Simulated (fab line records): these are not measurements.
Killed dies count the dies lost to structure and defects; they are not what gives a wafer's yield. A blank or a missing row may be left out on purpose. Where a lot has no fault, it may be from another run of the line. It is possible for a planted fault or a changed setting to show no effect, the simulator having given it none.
What tool caused it? -- flow n5Finfet -- 13 lots, 36 wafers sampled, at 4 steps of a route of 1938

WHAT THE GAUGES SHOWED, per wafer
N5_BEOL_M5_INSPECT_13: inspects for defects (brightfield).
lot,measured,on,rawDefectCount
L299,day 8 04:11,defectInspect-02,367 347 340
L303,day 9 08:38,defectInspect-02,464 437 535
L304,day 9 09:08,defectInspect-01,515 519 477
L305,day 9 19:05,defectInspect-02,352 313 316
L306,day 9 19:07,defectInspect-01,391 342
L309,day 11 04:17,defectInspect-02,289 288 292
L313,day 11 14:17,defectInspect-02,371
L312,day 11 14:33,defectInspect-01,259 238 232
L316,day 12 16:45,defectInspect-02,467 275 443
L319,day 13 00:55,defectInspect-01,351 307 279
L321,day 13 17:53,defectInspect-01,353 562 476
L320,day 13 17:43,defectInspect-01,302 272 426
L322,day 13 21:13,defectInspect-02,373 526 530

TOOL THAT RAN EACH LOT (tool first, then ch and the chambers of the sampled wafers, then the start)
lot,N5_BEOL_M4_SPUTTER_81,N5_BEOL_M4_CO_CAP_55,N5_BEOL_M5_COAT_60
L299,"pvdSputter-03, day 7 22:58","cvdCo-02 ch 0,1,2, day 8 01:09","lithoTrack-05 ch 0, day 8 03:50"
L303,"pvdSputter-02, day 9 03:41","cvdCo-01 ch 0,2, day 9 05:52","lithoTrack-02 ch 0, day 9 08:10"
L304,"pvdSputter-03, day 9 04:06","cvdCo-01 ch 0,2, day 9 06:17","lithoTrack-02 ch 0, day 9 08:40"
L305,"pvdSputter-03, day 9 13:02","cvdCo-01 ch 0,2, day 9 15:13","lithoTrack-02 ch 0, day 9 18:37"
L306,"pvdSputter-01, day 9 13:22","cvdCo-01 ch 0,1, day 9 15:32","lithoTrack-02 ch 0, day 9 18:38"
L309,"pvdSputter-01, day 10 21:50","cvdCo-01 ch 0,1,2, day 11 00:13","lithoTrack-02 ch 0, day 11 03:56"
L313,"pvdSputter-01, day 11 06:59","cvdCo-02 ch 0, day 11 09:17","lithoTrack-02 ch 0, day 11 13:49"
L312,"pvdSputter-02, day 11 09:14","cvdCo-02 ch 0,1, day 11 11:25","lithoTrack-03 ch 0, day 11 14:05"
L316,"pvdSputter-01, day 12 09:13","cvdCo-01 ch 0,1,2, day 12 11:38","lithoTrack-03 ch 0, day 12 16:24"
L319,"pvdSputter-01, day 12 18:50","cvdCo-02 ch 0,1,2, day 12 21:02","lithoTrack-05 ch 0, day 13 00:26"
L321,"pvdSputter-01, day 13 11:30","cvdCo-02 ch 0,1,2, day 13 13:56","lithoTrack-02 ch 0, day 13 17:14"
L320,"pvdSputter-03, day 13 11:59","cvdCo-01 ch 0,1, day 13 14:10","lithoTrack-03 ch 0, day 13 17:14"
L322,"pvdSputter-02, day 13 15:43","cvdCo-02 ch 0,1,2, day 13 17:54","lithoTrack-03 ch 0, day 13 20:44"
- N5_BEOL_M4_SPUTTER_81: material Cu, target thk 4.5 nm, time 8.29 s.
- N5_BEOL_M4_CO_CAP_55: material Co, precursor CCTBA/H2, target thk 2 nm, time 102.1 s.
- N5_BEOL_M5_COAT_60: time 60 s, resist thk 12 nm.

AS READ BY THE TOOLS THEMSELVES (means over the sampled wafers that have a number; for cases with no such wafer, the mark the record gives instead)
N5_BEOL_M4_SPUTTER_81.
lot,tool,substrateTempC (C),throttleValvePct (%)
L299,pvdSputter-03,-20.04,29.2
L303,pvdSputter-02,-20.12,30.9
L304,pvdSputter-03,-20.02,29.0
L305,pvdSputter-03,-20.04,29.5
L306,pvdSputter-01,-19.88,31.1
L309,pvdSputter-01,-19.91,28.5
L313,pvdSputter-01,-20.16,29.2
L312,pvdSputter-02,-20.05,31.0
L316,pvdSputter-01,-19.95,31.2
L319,pvdSputter-01,-19.99,30.0
L321,pvdSputter-01,-20.01,30.4
L320,pvdSputter-03,-19.99,29.2
L322,pvdSputter-02,-19.91,31.0

N5_BEOL_M4_CO_CAP_55.
lot,tool,heaterPowerW (W)
L299,cvdCo-02,227
L303,cvdCo-01,228
L304,cvdCo-01,223
L305,cvdCo-01,227
L306,cvdCo-01,228
L309,cvdCo-01,236
L313,cvdCo-02,224
L312,cvdCo-02,221
L316,cvdCo-01,236
L319,cvdCo-02,228
L321,cvdCo-02,229
L320,cvdCo-01,225
L322,cvdCo-02,229

N5_BEOL_M5_COAT_60.
lot,tool,plateTempC (C),runLengthS (s),spinSpeedRpm (rpm)
L299,lithoTrack-05,219.83,66.37,1499.7
L303,lithoTrack-02,219.90,66.16,1500.1
L304,lithoTrack-02,219.76,66.10,1501.0
L305,lithoTrack-02,220.03,66.07,1500.2
L306,lithoTrack-02,219.86,69.75,1499.8
L309,lithoTrack-02,219.99,68.63,1498.7
L313,lithoTrack-02,219.98,66.01,1499.5
L312,lithoTrack-03,220.07,66.43,1500.0
L316,lithoTrack-03,220.04,66.28,1501.9
L319,lithoTrack-05,219.87,66.28,1503.2
L321,lithoTrack-02,220.06,66.10,1499.9
L320,lithoTrack-03,219.92,66.32,1500.6
L322,lithoTrack-03,219.93,66.46,1499.8

THE ANSWER, worked out from the rows above alone
Rule: the lots themselves supply what counts as usual. Put in order of their means at a reading, lots are off if they are a third of the lots or fewer, leave a main group of 4 or more, and stand apart from it by a gap of 3 or more times the standard deviation of the main group's means; of several such gaps the widest counts. A main group whose means are all the same, to the digits that the tables above print for the reading, isn't used. A lot without any number at a reading at which 4 lots or more have one is off too. Where the step has rows for the other lots, those lots are counted as sound. The gauges are gone through in route order, then the tools' own readings, and for those a lot's mean is taken as printed above. At the first step where some lot is off, the reading lying furthest off is the one used; lots without a number count as furthest.
Off: L306, L309 (N5_BEOL_M5_COAT_60, runLengthS). The main group has a mean of 66.23 s with a standard deviation of 0.15.
A tool fits if, at that step or a process step before it, it ran every lot that is off, and no sound lot after the first of them. Of those tried, none fits.

WHAT THE SIMULATOR PUT IN
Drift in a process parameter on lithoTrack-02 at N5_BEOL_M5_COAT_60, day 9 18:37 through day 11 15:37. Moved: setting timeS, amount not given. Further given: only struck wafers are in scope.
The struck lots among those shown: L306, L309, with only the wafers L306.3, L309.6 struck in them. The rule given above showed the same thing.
